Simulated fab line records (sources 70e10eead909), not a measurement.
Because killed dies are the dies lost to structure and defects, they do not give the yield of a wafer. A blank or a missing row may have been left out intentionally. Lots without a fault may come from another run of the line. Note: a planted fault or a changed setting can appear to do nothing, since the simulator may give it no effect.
What tool caused it? || flow nand_harc || 24 lots with 72 wafers sampled at 4 steps, on a route of 1159 steps

## WHAT THE GAUGES READ, wafer by wafer
NHARC_A_CHANNEL_FILL_D1_INSPECT_13. Usual: 311 for raw_defect_count, sd 120.
{"lot": "L074", "measured": "day 10 02:43", "on": "defect_inspect-01", "raw_defect_count": "169 342 183", "flag": ""}
{"lot": "L075", "measured": "day 11 02:32", "on": "defect_inspect-02", "raw_defect_count": "364 298 306", "flag": ""}
{"lot": "L076", "measured": "day 11 02:30", "on": "defect_inspect-01", "raw_defect_count": "169 466 144", "flag": ""}
{"lot": "L077", "measured": "day 11 15:46", "on": "defect_inspect-01", "raw_defect_count": "151 237 333", "flag": ""}
{"lot": "L078", "measured": "day 11 20:40", "on": "defect_inspect-02", "raw_defect_count": "306 153 173", "flag": ""}
{"lot": "L079", "measured": "day 11 15:46", "on": "defect_inspect-02", "raw_defect_count": "190 201 179", "flag": ""}
{"lot": "L080", "measured": "day 12 05:07", "on": "defect_inspect-01", "raw_defect_count": "391 367 479", "flag": ""}
{"lot": "L081", "measured": "day 12 12:20", "on": "defect_inspect-02", "raw_defect_count": "203 212 227", "flag": ""}
{"lot": "L082", "measured": "day 12 12:11", "on": "defect_inspect-01", "raw_defect_count": "261 366 368", "flag": ""}
{"lot": "L083", "measured": "day 12 22:47", "on": "defect_inspect-01", "raw_defect_count": "284 175 237", "flag": ""}
{"lot": "L084", "measured": "day 12 22:50", "on": "defect_inspect-01", "raw_defect_count": "246 235 334", "flag": ""}
{"lot": "L087", "measured": "day 13 16:07", "on": "defect_inspect-01", "raw_defect_count": "410 529 348", "flag": ""}
{"lot": "L086", "measured": "day 13 19:49", "on": "defect_inspect-01", "raw_defect_count": "287 142 166", "flag": ""}
{"lot": "L085", "measured": "day 14 00:12", "on": "defect_inspect-01", "raw_defect_count": "625 483 645", "flag": ""}
{"lot": "L089", "measured": "day 14 07:49", "on": "defect_inspect-01", "raw_defect_count": "342 323 355", "flag": ""}
{"lot": "L088", "measured": "day 14 07:49", "on": "defect_inspect-02", "raw_defect_count": "264 233 204", "flag": ""}
{"lot": "L091", "measured": "day 14 11:32", "on": "defect_inspect-01", "raw_defect_count": "211 315 670", "flag": ""}
{"lot": "L090", "measured": "day 14 17:52", "on": "defect_inspect-01", "raw_defect_count": "258 526 345", "flag": ""}
{"lot": "L092", "measured": "day 14 20:38", "on": "defect_inspect-01", "raw_defect_count": "403 284 458", "flag": ""}
{"lot": "L094", "measured": "day 15 19:55", "on": "defect_inspect-01", "raw_defect_count": "300 214 177", "flag": ""}
{"lot": "L093", "measured": "day 15 19:49", "on": "defect_inspect-02", "raw_defect_count": "345 379 347", "flag": ""}
{"lot": "L095", "measured": "day 15 19:59", "on": "defect_inspect-02", "raw_defect_count": "136 166 149", "flag": ""}
{"lot": "L096", "measured": "day 16 03:52", "on": "defect_inspect-01", "raw_defect_count": "413 320 492", "flag": ""}
{"lot": "L097", "measured": "day 16 07:48", "on": "defect_inspect-02", "raw_defect_count": "575 539 388", "flag": ""}

## WHICH TOOL RAN EACH LOT (tool, then ch and the chambers of the sampled wafers, then the start)
{"lot": "L074", "NHARC_P_BONDPAD_ACTIVATE_29": "rie_diel-04 ch 2,3, day 6 02:51", "NHARC_A_CHANNEL_HOLE_D1_STRIP_27": "rie_diel-03 ch 0,1,2, day 9 15:23 or earlier", "NHARC_A_CHANNEL_FILL_D1_ALD_25": "ald_hk-04 ch 0,2,3, day 9 15:23"}
{"lot": "L075", "NHARC_P_BONDPAD_ACTIVATE_29": "rie_diel-06 ch 1,2,3, day 7 01:02", "NHARC_A_CHANNEL_HOLE_D1_STRIP_27": "rie_diel-05 ch 1,3, day 10 14:41 or earlier", "NHARC_A_CHANNEL_FILL_D1_ALD_25": "ald_hk-02 ch 1,2, day 10 14:41"}
{"lot": "L076", "NHARC_P_BONDPAD_ACTIVATE_29": "rie_diel-06 ch 1,3, day 7 01:22", "NHARC_A_CHANNEL_HOLE_D1_STRIP_27": "rie_diel-10 ch 0,1,2, day 10 14:27 or earlier", "NHARC_A_CHANNEL_FILL_D1_ALD_25": "ald_hk-04 ch 2,3, day 10 14:27"}
{"lot": "L077", "NHARC_P_BONDPAD_ACTIVATE_29": "rie_diel-13 ch 1,2,3, day 7 11:40", "NHARC_A_CHANNEL_HOLE_D1_STRIP_27": "rie_diel-10 ch 1,2,3, day 11 04:26 or earlier", "NHARC_A_CHANNEL_FILL_D1_ALD_25": "ald_hk-02 ch 1,2, day 11 04:26"}
{"lot": "L078", "NHARC_P_BONDPAD_ACTIVATE_29": "rie_diel-04 ch 0,1,2, day 7 15:48", "NHARC_A_CHANNEL_HOLE_D1_STRIP_27": "rie_diel-05 ch 0,2,3, day 11 09:11 or earlier", "NHARC_A_CHANNEL_FILL_D1_ALD_25": "ald_hk-01 ch 0,1, day 11 09:11"}
{"lot": "L079", "NHARC_P_BONDPAD_ACTIVATE_29": "rie_diel-04 ch 0,1,2, day 7 16:28", "NHARC_A_CHANNEL_HOLE_D1_STRIP_27": "rie_diel-05 ch 0,2,3, day 11 03:50 or earlier", "NHARC_A_CHANNEL_FILL_D1_ALD_25": "ald_hk-01 ch 1,2, day 11 03:50"}
{"lot": "L080", "NHARC_P_BONDPAD_ACTIVATE_29": "rie_diel-06 ch 1,2,3, day 7 21:01", "NHARC_A_CHANNEL_HOLE_D1_STRIP_27": "rie_diel-10 ch 1,2,3, day 11 17:51 or earlier", "NHARC_A_CHANNEL_FILL_D1_ALD_25": "ald_hk-04 ch 0,2,3, day 11 17:51"}
{"lot": "L081", "NHARC_P_BONDPAD_ACTIVATE_29": "rie_diel-13 ch 0,1,2, day 8 06:13", "NHARC_A_CHANNEL_HOLE_D1_STRIP_27": "rie_diel-05 ch 0,1,2, day 12 00:15 or earlier", "NHARC_A_CHANNEL_FILL_D1_ALD_25": "ald_hk-02 ch 2,3, day 12 00:15"}
{"lot": "L082", "NHARC_P_BONDPAD_ACTIVATE_29": "rie_diel-04 ch 0,1, day 8 07:30", "NHARC_A_CHANNEL_HOLE_D1_STRIP_27": "rie_diel-10 ch 0,2,3, day 12 00:52 or earlier", "NHARC_A_CHANNEL_FILL_D1_ALD_25": "ald_hk-01 ch 0,1, day 12 00:52"}
{"lot": "L083", "NHARC_P_BONDPAD_ACTIVATE_29": "rie_diel-04 ch 0,1,2, day 8 16:20", "NHARC_A_CHANNEL_HOLE_D1_STRIP_27": "rie_diel-05 ch 0,3, day 12 07:03 or earlier", "NHARC_A_CHANNEL_FILL_D1_ALD_25": "ald_hk-01 ch 2,3, day 12 07:03"}
{"lot": "L084", "NHARC_P_BONDPAD_ACTIVATE_29": "rie_diel-06 ch 0,3, day 8 22:02", "NHARC_A_CHANNEL_HOLE_D1_STRIP_27": "rie_diel-05 ch 0,1, day 12 10:44 or earlier", "NHARC_A_CHANNEL_FILL_D1_ALD_25": "ald_hk-02 ch 0,3, day 12 10:44"}
{"lot": "L087", "NHARC_P_BONDPAD_ACTIVATE_29": "rie_diel-13 ch 1,2,3, day 9 14:07", "NHARC_A_CHANNEL_HOLE_D1_STRIP_27": "rie_diel-05 ch 0,2,3, day 13 04:40 or earlier", "NHARC_A_CHANNEL_FILL_D1_ALD_25": "ald_hk-04 ch 2,3, day 13 04:40"}
{"lot": "L086", "NHARC_P_BONDPAD_ACTIVATE_29": "rie_diel-04 ch 0,1,3, day 9 14:53", "NHARC_A_CHANNEL_HOLE_D1_STRIP_27": "rie_diel-10 ch 0,2, day 13 04:02 or earlier", "NHARC_A_CHANNEL_FILL_D1_ALD_25": "ald_hk-01 ch 1,3, day 13 04:02"}
{"lot": "L085", "NHARC_P_BONDPAD_ACTIVATE_29": "rie_diel-04 ch 1,2,3, day 9 15:19", "NHARC_A_CHANNEL_HOLE_D1_STRIP_27": "rie_diel-03 ch 0,1,2, day 13 11:01 or earlier", "NHARC_A_CHANNEL_FILL_D1_ALD_25": "ald_hk-02 ch 0,2,3, day 13 11:01"}
{"lot": "L089", "NHARC_P_BONDPAD_ACTIVATE_29": "rie_diel-04 ch 0,3, day 10 07:35", "NHARC_A_CHANNEL_HOLE_D1_STRIP_27": "rie_diel-10 ch 0,2,3, day 13 20:23 or earlier", "NHARC_A_CHANNEL_FILL_D1_ALD_25": "ald_hk-04 ch 2,3, day 13 20:23"}
{"lot": "L088", "NHARC_P_BONDPAD_ACTIVATE_29": "rie_diel-04 ch 0,1,3, day 10 09:20", "NHARC_A_CHANNEL_HOLE_D1_STRIP_27": "rie_diel-03 ch 1,2, day 13 19:47 or earlier", "NHARC_A_CHANNEL_FILL_D1_ALD_25": "ald_hk-01 ch 0,2,3, day 13 19:47"}
{"lot": "L091", "NHARC_P_BONDPAD_ACTIVATE_29": "rie_diel-04 ch 0,3, day 10 09:40", "NHARC_A_CHANNEL_HOLE_D1_STRIP_27": "rie_diel-05 ch 1,2, day 13 23:33 or earlier", "NHARC_A_CHANNEL_FILL_D1_ALD_25": "ald_hk-02 ch 0,1,2, day 13 23:33"}
{"lot": "L090", "NHARC_P_BONDPAD_ACTIVATE_29": "rie_diel-04 ch 2,3, day 10 14:14", "NHARC_A_CHANNEL_HOLE_D1_STRIP_27": "rie_diel-05 ch 0,1,3, day 14 05:43 or earlier", "NHARC_A_CHANNEL_FILL_D1_ALD_25": "ald_hk-04 ch 2,3, day 14 05:43"}
{"lot": "L092", "NHARC_P_BONDPAD_ACTIVATE_29": "rie_diel-04 ch 0,1,2, day 10 20:16", "NHARC_A_CHANNEL_HOLE_D1_STRIP_27": "rie_diel-03 ch 0,2,3, day 14 09:14 or earlier", "NHARC_A_CHANNEL_FILL_D1_ALD_25": "ald_hk-01 ch 0,1,3, day 14 09:14"}
{"lot": "L094", "NHARC_P_BONDPAD_ACTIVATE_29": "rie_diel-06 ch 0,1,3, day 11 15:25", "NHARC_A_CHANNEL_HOLE_D1_STRIP_27": "rie_diel-10 ch 0,3, day 15 09:21 or earlier", "NHARC_A_CHANNEL_FILL_D1_ALD_25": "ald_hk-02 ch 0,3, day 15 09:21"}
{"lot": "L093", "NHARC_P_BONDPAD_ACTIVATE_29": "rie_diel-06 ch 0,1, day 11 15:40", "NHARC_A_CHANNEL_HOLE_D1_STRIP_27": "rie_diel-03 ch 0,2,3, day 15 08:33 or earlier", "NHARC_A_CHANNEL_FILL_D1_ALD_25": "ald_hk-04 ch 0,2,3, day 15 08:33"}
{"lot": "L095", "NHARC_P_BONDPAD_ACTIVATE_29": "rie_diel-04 ch 0,3, day 11 17:37", "NHARC_A_CHANNEL_HOLE_D1_STRIP_27": "rie_diel-05 ch 1,2, day 15 08:33 or earlier", "NHARC_A_CHANNEL_FILL_D1_ALD_25": "ald_hk-01 ch 1,2, day 15 08:33"}
{"lot": "L096", "NHARC_P_BONDPAD_ACTIVATE_29": "rie_diel-04 ch 0,1, day 11 21:22", "NHARC_A_CHANNEL_HOLE_D1_STRIP_27": "rie_diel-05 ch 0,1, day 15 16:55 or earlier", "NHARC_A_CHANNEL_FILL_D1_ALD_25": "ald_hk-02 ch 0,2,3, day 15 16:55"}
{"lot": "L097", "NHARC_P_BONDPAD_ACTIVATE_29": "rie_diel-04 ch 1,2,3, day 11 22:19", "NHARC_A_CHANNEL_HOLE_D1_STRIP_27": "rie_diel-05 ch 0,2,3, day 15 19:13 or earlier", "NHARC_A_CHANNEL_FILL_D1_ALD_25": "ald_hk-04 ch 1,2,3, day 15 19:13"}
- NHARC_P_BONDPAD_ACTIVATE_29: chemistry N2, time 60 s.
- NHARC_A_CHANNEL_HOLE_D1_STRIP_27: strips in O2.
- NHARC_A_CHANNEL_FILL_D1_ALD_25: deposits SiOx, target thk 60 nm, pulse time 10 s, ald cycles 600.

## AS READ BY THE TOOLS THEMSELVES (means over the sampled wafers that have a number; for cases with no such wafer, the mark the record gives instead)
NHARC_P_BONDPAD_ACTIVATE_29. Usual: drypump_motor_current_A 5.4 A, standard deviation 0.41; oes_product_au 0.989 a.u., standard deviation 0.0096; rf_vpp_V 64.2 V, standard deviation 0.8; showerhead_plenum_p_Torr 1.79 Torr, standard deviation 0.055.
{"lot": "L074", "tool": "rie_diel-04", "drypump_motor_current_A (A)": 5.1, "oes_product_au (a.u.)": 0.986, "rf_vpp_V (V)": 64.3, "showerhead_plenum_p_Torr (Torr)": 1.82, "flag": ""}
{"lot": "L075", "tool": "rie_diel-06", "drypump_motor_current_A (A)": 5.3, "oes_product_au (a.u.)": 0.997, "rf_vpp_V (V)": 64.0, "showerhead_plenum_p_Torr (Torr)": 1.82, "flag": ""}
{"lot": "L076", "tool": "rie_diel-06", "drypump_motor_current_A (A)": 5.1, "oes_product_au (a.u.)": 0.985, "rf_vpp_V (V)": 64.9, "showerhead_plenum_p_Torr (Torr)": 1.82, "flag": ""}
{"lot": "L077", "tool": "rie_diel-13", "drypump_motor_current_A (A)": 5.7, "oes_product_au (a.u.)": 0.987, "rf_vpp_V (V)": 63.8, "showerhead_plenum_p_Torr (Torr)": 1.73, "flag": ""}
{"lot": "L078", "tool": "rie_diel-04", "drypump_motor_current_A (A)": 5.4, "oes_product_au (a.u.)": 0.986, "rf_vpp_V (V)": 64.2, "showerhead_plenum_p_Torr (Torr)": 1.79, "flag": ""}
{"lot": "L079", "tool": "rie_diel-04", "drypump_motor_current_A (A)": 5.4, "oes_product_au (a.u.)": 0.982, "rf_vpp_V (V)": 63.1, "showerhead_plenum_p_Torr (Torr)": 1.79, "flag": ""}
{"lot": "L080", "tool": "rie_diel-06", "drypump_motor_current_A (A)": 5.3, "oes_product_au (a.u.)": 0.991, "rf_vpp_V (V)": 64.1, "showerhead_plenum_p_Torr (Torr)": 1.82, "flag": ""}
{"lot": "L081", "tool": "rie_diel-13", "drypump_motor_current_A (A)": 5.8, "oes_product_au (a.u.)": 1.000, "rf_vpp_V (V)": 64.2, "showerhead_plenum_p_Torr (Torr)": 1.72, "flag": ""}
{"lot": "L082", "tool": "rie_diel-04", "drypump_motor_current_A (A)": 5.8, "oes_product_au (a.u.)": 0.988, "rf_vpp_V (V)": 65.0, "showerhead_plenum_p_Torr (Torr)": 1.78, "flag": ""}
{"lot": "L083", "tool": "rie_diel-04", "drypump_motor_current_A (A)": 5.4, "oes_product_au (a.u.)": 0.981, "rf_vpp_V (V)": 64.5, "showerhead_plenum_p_Torr (Torr)": 1.79, "flag": ""}
{"lot": "L084", "tool": "rie_diel-06", "drypump_motor_current_A (A)": 5.4, "oes_product_au (a.u.)": 0.998, "rf_vpp_V (V)": 64.3, "showerhead_plenum_p_Torr (Torr)": 1.83, "flag": ""}
{"lot": "L087", "tool": "rie_diel-13", "drypump_motor_current_A (A)": 5.6, "oes_product_au (a.u.)": 1.000, "rf_vpp_V (V)": 64.3, "showerhead_plenum_p_Torr (Torr)": 1.73, "flag": ""}
{"lot": "L086", "tool": "rie_diel-04", "drypump_motor_current_A (A)": 5.5, "oes_product_au (a.u.)": 0.991, "rf_vpp_V (V)": 64.8, "showerhead_plenum_p_Torr (Torr)": 1.79, "flag": ""}
{"lot": "L085", "tool": "rie_diel-04", "drypump_motor_current_A (A)": 5.1, "oes_product_au (a.u.)": 0.990, "rf_vpp_V (V)": 64.7, "showerhead_plenum_p_Torr (Torr)": 1.79, "flag": ""}
{"lot": "L089", "tool": "rie_diel-04", "drypump_motor_current_A (A)": 5.8, "oes_product_au (a.u.)": 0.993, "rf_vpp_V (V)": 63.9, "showerhead_plenum_p_Torr (Torr)": 1.81, "flag": ""}
{"lot": "L088", "tool": "rie_diel-04", "drypump_motor_current_A (A)": 5.5, "oes_product_au (a.u.)": 0.985, "rf_vpp_V (V)": 63.8, "showerhead_plenum_p_Torr (Torr)": 1.79, "flag": ""}
{"lot": "L091", "tool": "rie_diel-04", "drypump_motor_current_A (A)": 5.5, "oes_product_au (a.u.)": 0.988, "rf_vpp_V (V)": 64.8, "showerhead_plenum_p_Torr (Torr)": 1.82, "flag": ""}
{"lot": "L090", "tool": "rie_diel-04", "drypump_motor_current_A (A)": 5.1, "oes_product_au (a.u.)": 0.996, "rf_vpp_V (V)": 63.8, "showerhead_plenum_p_Torr (Torr)": 1.82, "flag": ""}
{"lot": "L092", "tool": "rie_diel-04", "drypump_motor_current_A (A)": 5.4, "oes_product_au (a.u.)": 0.980, "rf_vpp_V (V)": 63.6, "showerhead_plenum_p_Torr (Torr)": 1.79, "flag": ""}
{"lot": "L094", "tool": "rie_diel-06", "drypump_motor_current_A (A)": 5.4, "oes_product_au (a.u.)": 0.993, "rf_vpp_V (V)": 64.1, "showerhead_plenum_p_Torr (Torr)": 1.79, "flag": ""}
{"lot": "L093", "tool": "rie_diel-06", "drypump_motor_current_A (A)": 5.7, "oes_product_au (a.u.)": 0.995, "rf_vpp_V (V)": 63.7, "showerhead_plenum_p_Torr (Torr)": 1.78, "flag": ""}
{"lot": "L095", "tool": "rie_diel-04", "drypump_motor_current_A (A)": 5.5, "oes_product_au (a.u.)": 0.989, "rf_vpp_V (V)": 64.1, "showerhead_plenum_p_Torr (Torr)": 1.82, "flag": ""}
{"lot": "L096", "tool": "rie_diel-04", "drypump_motor_current_A (A)": 5.8, "oes_product_au (a.u.)": 0.974, "rf_vpp_V (V)": 63.9, "showerhead_plenum_p_Torr (Torr)": 1.78, "flag": ""}
{"lot": "L097", "tool": "rie_diel-04", "drypump_motor_current_A (A)": 5.1, "oes_product_au (a.u.)": 0.984, "rf_vpp_V (V)": 63.9, "showerhead_plenum_p_Torr (Torr)": 1.79, "flag": ""}

NHARC_A_CHANNEL_HOLE_D1_STRIP_27. Usual: drypump_motor_current_A 5.7 A, standard deviation 0.49; oes_product_au 0.999 a.u., standard deviation 0.012; rf_vpp_V 57.8 V, standard deviation 0.88; showerhead_plenum_p_Torr 3.57 Torr, standard deviation 0.15; throttle_valve_pct 17.037 %, standard deviation 0.0091.
{"lot": "L074", "tool": "rie_diel-03", "drypump_motor_current_A (A)": 5.7, "oes_product_au (a.u.)": 1.010, "rf_vpp_V (V)": 57.8, "showerhead_plenum_p_Torr (Torr)": 3.59, "throttle_valve_pct (%)": 17.036, "flag": ""}
{"lot": "L075", "tool": "rie_diel-05", "drypump_motor_current_A (A)": 6.4, "oes_product_au (a.u.)": 1.005, "rf_vpp_V (V)": 57.9, "showerhead_plenum_p_Torr (Torr)": 3.69, "throttle_valve_pct (%)": 17.044, "flag": ""}
{"lot": "L076", "tool": "rie_diel-10", "drypump_motor_current_A (A)": 5.6, "oes_product_au (a.u.)": 1.003, "rf_vpp_V (V)": 57.6, "showerhead_plenum_p_Torr (Torr)": 3.41, "throttle_valve_pct (%)": 17.039, "flag": ""}
{"lot": "L077", "tool": "rie_diel-10", "drypump_motor_current_A (A)": 5.3, "oes_product_au (a.u.)": 0.983, "rf_vpp_V (V)": 57.5, "showerhead_plenum_p_Torr (Torr)": 3.53, "throttle_valve_pct (%)": 17.027, "flag": ""}
{"lot": "L078", "tool": "rie_diel-05", "drypump_motor_current_A (A)": 5.5, "oes_product_au (a.u.)": 1.002, "rf_vpp_V (V)": 57.4, "showerhead_plenum_p_Torr (Torr)": 3.56, "throttle_valve_pct (%)": 17.028, "flag": ""}
{"lot": "L079", "tool": "rie_diel-05", "drypump_motor_current_A (A)": 5.5, "oes_product_au (a.u.)": 0.995, "rf_vpp_V (V)": 57.9, "showerhead_plenum_p_Torr (Torr)": 3.56, "throttle_valve_pct (%)": 17.039, "flag": ""}
{"lot": "L080", "tool": "rie_diel-10", "drypump_motor_current_A (A)": 5.3, "oes_product_au (a.u.)": 0.989, "rf_vpp_V (V)": 57.8, "showerhead_plenum_p_Torr (Torr)": 3.53, "throttle_valve_pct (%)": 17.046, "flag": ""}
{"lot": "L081", "tool": "rie_diel-05", "drypump_motor_current_A (A)": 5.8, "oes_product_au (a.u.)": 1.009, "rf_vpp_V (V)": 57.8, "showerhead_plenum_p_Torr (Torr)": 3.63, "throttle_valve_pct (%)": 17.039, "flag": ""}
{"lot": "L082", "tool": "rie_diel-10", "drypump_motor_current_A (A)": 5.4, "oes_product_au (a.u.)": 0.993, "rf_vpp_V (V)": 58.5, "showerhead_plenum_p_Torr (Torr)": 3.53, "throttle_valve_pct (%)": 17.028, "flag": ""}
{"lot": "L083", "tool": "rie_diel-05", "drypump_motor_current_A (A)": 5.6, "oes_product_au (a.u.)": 0.996, "rf_vpp_V (V)": 58.7, "showerhead_plenum_p_Torr (Torr)": 3.59, "throttle_valve_pct (%)": 17.033, "flag": ""}
{"lot": "L084", "tool": "rie_diel-05", "drypump_motor_current_A (A)": 5.9, "oes_product_au (a.u.)": 1.005, "rf_vpp_V (V)": 57.6, "showerhead_plenum_p_Torr (Torr)": 3.70, "throttle_valve_pct (%)": 17.033, "flag": ""}
{"lot": "L087", "tool": "rie_diel-05", "drypump_motor_current_A (A)": 5.5, "oes_product_au (a.u.)": 1.005, "rf_vpp_V (V)": 57.8, "showerhead_plenum_p_Torr (Torr)": 3.56, "throttle_valve_pct (%)": 17.034, "flag": ""}
{"lot": "L086", "tool": "rie_diel-10", "drypump_motor_current_A (A)": 5.5, "oes_product_au (a.u.)": 0.994, "rf_vpp_V (V)": 57.6, "showerhead_plenum_p_Torr (Torr)": 3.40, "throttle_valve_pct (%)": 17.041, "flag": ""}
{"lot": "L085", "tool": "rie_diel-03", "drypump_motor_current_A (A)": 5.7, "oes_product_au (a.u.)": 1.020, "rf_vpp_V (V)": 57.1, "showerhead_plenum_p_Torr (Torr)": 3.59, "throttle_valve_pct (%)": 17.030, "flag": ""}
{"lot": "L089", "tool": "rie_diel-10", "drypump_motor_current_A (A)": 5.4, "oes_product_au (a.u.)": 0.997, "rf_vpp_V (V)": 57.8, "showerhead_plenum_p_Torr (Torr)": 3.52, "throttle_valve_pct (%)": 17.043, "flag": ""}
{"lot": "L088", "tool": "rie_diel-03", "drypump_motor_current_A (A)": 5.6, "oes_product_au (a.u.)": 1.006, "rf_vpp_V (V)": 58.0, "showerhead_plenum_p_Torr (Torr)": 3.53, "throttle_valve_pct (%)": 17.034, "flag": ""}
{"lot": "L091", "tool": "rie_diel-05", "drypump_motor_current_A (A)": 6.2, "oes_product_au (a.u.)": 1.004, "rf_vpp_V (V)": 58.3, "showerhead_plenum_p_Torr (Torr)": 3.65, "throttle_valve_pct (%)": 17.038, "flag": ""}
{"lot": "L090", "tool": "rie_diel-05", "drypump_motor_current_A (A)": 6.0, "oes_product_au (a.u.)": 1.000, "rf_vpp_V (V)": 57.9, "showerhead_plenum_p_Torr (Torr)": 3.66, "throttle_valve_pct (%)": 17.040, "flag": ""}
{"lot": "L092", "tool": "rie_diel-03", "drypump_motor_current_A (A)": 5.8, "oes_product_au (a.u.)": 1.004, "rf_vpp_V (V)": 57.7, "showerhead_plenum_p_Torr (Torr)": 3.62, "throttle_valve_pct (%)": 17.041, "flag": ""}
{"lot": "L094", "tool": "rie_diel-10", "drypump_motor_current_A (A)": 5.5, "oes_product_au (a.u.)": 1.005, "rf_vpp_V (V)": 57.7, "showerhead_plenum_p_Torr (Torr)": 3.53, "throttle_valve_pct (%)": 17.039, "flag": ""}
{"lot": "L093", "tool": "rie_diel-03", "drypump_motor_current_A (A)": 5.8, "oes_product_au (a.u.)": 1.000, "rf_vpp_V (V)": 58.0, "showerhead_plenum_p_Torr (Torr)": 3.62, "throttle_valve_pct (%)": 17.024, "flag": ""}
{"lot": "L095", "tool": "rie_diel-05", "drypump_motor_current_A (A)": 6.2, "oes_product_au (a.u.)": 1.004, "rf_vpp_V (V)": 57.4, "showerhead_plenum_p_Torr (Torr)": 3.65, "throttle_valve_pct (%)": 17.031, "flag": ""}
{"lot": "L096", "tool": "rie_diel-05", "drypump_motor_current_A (A)": 5.9, "oes_product_au (a.u.)": 0.986, "rf_vpp_V (V)": 58.1, "showerhead_plenum_p_Torr (Torr)": 3.70, "throttle_valve_pct (%)": 17.040, "flag": ""}
{"lot": "L097", "tool": "rie_diel-05", "drypump_motor_current_A (A)": 5.5, "oes_product_au (a.u.)": 0.999, "rf_vpp_V (V)": 57.5, "showerhead_plenum_p_Torr (Torr)": 3.56, "throttle_valve_pct (%)": 17.033, "flag": ""}

NHARC_A_CHANNEL_FILL_D1_ALD_25. Usual: heater_power_w 470 W, standard deviation 35; precursor_pulse_height_rel 1.000, standard deviation 0.023.
{"lot": "L074", "tool": "ald_hk-04", "heater_power_w (W)": 458, "precursor_pulse_height_rel": 1.019, "flag": ""}
{"lot": "L075", "tool": "ald_hk-02", "heater_power_w (W)": 495, "precursor_pulse_height_rel": 1.023, "flag": ""}
{"lot": "L076", "tool": "ald_hk-04", "heater_power_w (W)": 455, "precursor_pulse_height_rel": 1.004, "flag": ""}
{"lot": "L077", "tool": "ald_hk-02", "heater_power_w (W)": 476, "precursor_pulse_height_rel": 1.002, "flag": ""}
{"lot": "L078", "tool": "ald_hk-01", "heater_power_w (W)": 458, "precursor_pulse_height_rel": 0.999, "flag": ""}
{"lot": "L079", "tool": "ald_hk-01", "heater_power_w (W)": 463, "precursor_pulse_height_rel": 0.982, "flag": ""}
{"lot": "L080", "tool": "ald_hk-04", "heater_power_w (W)": 451, "precursor_pulse_height_rel": 1.022, "flag": ""}
{"lot": "L081", "tool": "ald_hk-02", "heater_power_w (W)": 518, "precursor_pulse_height_rel": 0.994, "flag": ""}
{"lot": "L082", "tool": "ald_hk-01", "heater_power_w (W)": 463, "precursor_pulse_height_rel": 1.012, "flag": ""}
{"lot": "L083", "tool": "ald_hk-01", "heater_power_w (W)": 470, "precursor_pulse_height_rel": 1.004, "flag": ""}
{"lot": "L084", "tool": "ald_hk-02", "heater_power_w (W)": 460, "precursor_pulse_height_rel": 0.993, "flag": ""}
{"lot": "L087", "tool": "ald_hk-04", "heater_power_w (W)": 452, "precursor_pulse_height_rel": 1.001, "flag": ""}
{"lot": "L086", "tool": "ald_hk-01", "heater_power_w (W)": 448, "precursor_pulse_height_rel": 1.008, "flag": ""}
{"lot": "L085", "tool": "ald_hk-02", "heater_power_w (W)": 494, "precursor_pulse_height_rel": 0.984, "flag": ""}
{"lot": "L089", "tool": "ald_hk-04", "heater_power_w (W)": 453, "precursor_pulse_height_rel": 1.021, "flag": ""}
{"lot": "L088", "tool": "ald_hk-01", "heater_power_w (W)": 481, "precursor_pulse_height_rel": 1.004, "flag": ""}
{"lot": "L091", "tool": "ald_hk-02", "heater_power_w (W)": 475, "precursor_pulse_height_rel": 0.991, "flag": ""}
{"lot": "L090", "tool": "ald_hk-04", "heater_power_w (W)": 470, "precursor_pulse_height_rel": 0.990, "flag": ""}
{"lot": "L092", "tool": "ald_hk-01", "heater_power_w (W)": 474, "precursor_pulse_height_rel": 1.002, "flag": ""}
{"lot": "L094", "tool": "ald_hk-02", "heater_power_w (W)": 465, "precursor_pulse_height_rel": 0.987, "flag": ""}
{"lot": "L093", "tool": "ald_hk-04", "heater_power_w (W)": 454, "precursor_pulse_height_rel": 0.983, "flag": ""}
{"lot": "L095", "tool": "ald_hk-01", "heater_power_w (W)": 449, "precursor_pulse_height_rel": 1.004, "flag": ""}
{"lot": "L096", "tool": "ald_hk-02", "heater_power_w (W)": 499, "precursor_pulse_height_rel": 1.001, "flag": ""}
{"lot": "L097", "tool": "ald_hk-04", "heater_power_w (W)": 452, "precursor_pulse_height_rel": 1.025, "flag": ""}

## THE ANSWER, worked out from the rows above alone
Rule: take the mean of a lot's wafers that have a number; if it is more than 3 standard deviations from the usual mean, the lot is off. Also off: a lot with no number at a reading for which 4 or more lots have one. Any other lot the step has rows for is counted as sound. Order of review: gauges by route order, followed by the tools' own readings, for which a lot's mean as printed above is used. At the first step where some lot is off, the reading lying furthest off is the one used; lots without a number count as furthest.
Nothing can be told from this: no lot is off at any reading shown.

## WHAT WAS PUT IN BY THE SIMULATOR
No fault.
